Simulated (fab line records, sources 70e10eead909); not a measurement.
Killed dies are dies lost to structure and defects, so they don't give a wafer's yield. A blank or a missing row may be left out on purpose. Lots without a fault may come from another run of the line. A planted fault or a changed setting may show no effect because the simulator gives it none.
Chamber matching | flow nand_harc | NHARC_A_STAIRCASE_ETCH_19 on rie_diel-02: 4 sister chambers
The step etches the open film in C4F8/O2, target depth 100 nm, time 40.5 s. 8 wafers are shown with their chamber, then 7 later ones without.

WAFERS WITH THEIR CHAMBER
wafer  | chamber | rf_vpp_V (V) | oes_product_au (a.u.)
L102.5 | 1       | 892          | 0.943
L109.2 | 2       | 887          | 0.909
L109.3 | 1       | 892          | 0.931
L107.3 | 0       | 888          | 0.932
L107.4 | 3       | 889          | 0.942
L107.5 | 0       | 888          | 0.942
L111.3 | 3       | 889          | 0.953
L111.5 | 2       | 884          | 0.917

WAFERS WITHOUT THEIR CHAMBER
wafer  | rf_vpp_V (V) | oes_product_au (a.u.)
L111.6 | 889          | 0.945
L119.1 | 905          | 0.920
L119.2 | 888          | 0.968
L121.2 | 906          | 0.930
L121.6 | 906          | 0.937
L122.2 | 907          | 0.938
L122.6 | 905          | 0.932

WHICH CHAMBER EACH WENT THROUGH
wafer  | from the rows above     | in truth
L111.6 | can't be placed: 3 or 0 | 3
L119.1 | 1                       | 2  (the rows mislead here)
L119.2 | can't be placed: 3 or 0 | 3
L121.2 | 1                       | 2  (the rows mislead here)
L121.6 | 1                       | 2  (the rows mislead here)
L122.2 | 1                       | 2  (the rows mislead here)
L122.6 | 1                       | 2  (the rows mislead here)
Placed correctly: 0 of 7. Can't be placed from these rows: 2 (the true chamber is among the candidates in 2). Placed wrongly: 5.
How it was worked out, from the rows above alone: a wafer's distance from a chamber is the root of the sum, over the readings, of the square of ((its reading less the chamber's mean) divided by the reading's scatter). The wafer belongs to the nearest chamber; if the next one is less than 2 further off, it can't be placed. A chamber's mean is the mean of its shown wafers. The scatter: the root of (the sum of the squares of (reading less its chamber's mean) over the shown wafers, divided by (wafers less chambers)).
